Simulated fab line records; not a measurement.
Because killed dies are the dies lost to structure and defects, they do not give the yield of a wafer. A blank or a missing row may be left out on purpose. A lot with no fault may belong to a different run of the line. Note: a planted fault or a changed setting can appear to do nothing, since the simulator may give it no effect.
Matching of chambers / flow nand harc / pecvd-04 running NHARC_A_CONTACT_DEP_85: 3 sister chambers
The step deposits SiON, target thk 50 nm. 3 wafers are shown with their chamber, then 10 later ones without.

WAFERS WITH THEIR CHAMBER
wafer=L086.5; chamber=2; heater power w (W)=661
wafer=L089.1; chamber=1; heater power w (W)=842
wafer=L089.2; chamber=0; heater power w (W)=827

WAFERS MISSING THEIR CHAMBER
wafer=L089.5; heater power w (W)=801
wafer=L092.1; heater power w (W)=796
wafer=L092.3; heater power w (W)=724
wafer=L092.5; heater power w (W)=799
wafer=L094.2; heater power w (W)=794
wafer=L094.3; heater power w (W)=949
wafer=L094.4; heater power w (W)=807
wafer=L095.2; heater power w (W)=806
wafer=L095.4; heater power w (W)=791
wafer=L095.5; heater power w (W)=956

THE CHAMBER EACH PASSED THROUGH
wafer=L089.5; from the rows above=can't be placed: 0 or 1 or 2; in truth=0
wafer=L092.1; from the rows above=can't be placed: 0 or 1 or 2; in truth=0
wafer=L092.3; from the rows above=can't be placed: 2 or 0 or 1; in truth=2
wafer=L092.5; from the rows above=can't be placed: 0 or 1 or 2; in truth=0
wafer=L094.2; from the rows above=can't be placed: 0 or 1 or 2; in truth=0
wafer=L094.3; from the rows above=can't be placed: 1 or 0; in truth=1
wafer=L094.4; from the rows above=can't be placed: 0 or 1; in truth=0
wafer=L095.2; from the rows above=can't be placed: 0 or 1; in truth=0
wafer=L095.4; from the rows above=can't be placed: 0 or 1 or 2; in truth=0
wafer=L095.5; from the rows above=can't be placed: 1 or 0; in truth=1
0 of 10 placed correctly. Unplaceable from these rows: 10, with the true chamber sitting among the candidates in 10. Wrongly placed: 0.
How it was worked out, from the rows above alone: a wafer's distance from a chamber is the root of the sum, over the readings, of the square of ((its reading less the chamber's mean) divided by the reading's scatter). If the next closest chamber is less than 2 further off than the closest, the wafer can't be placed; otherwise it belongs to the closest. The mean given for a chamber averages the wafers shown for that chamber. The scatter (one wafer shown for each chamber): square how far every hidden wafer sits from the nearest shown wafer, average those squares and take the square root.
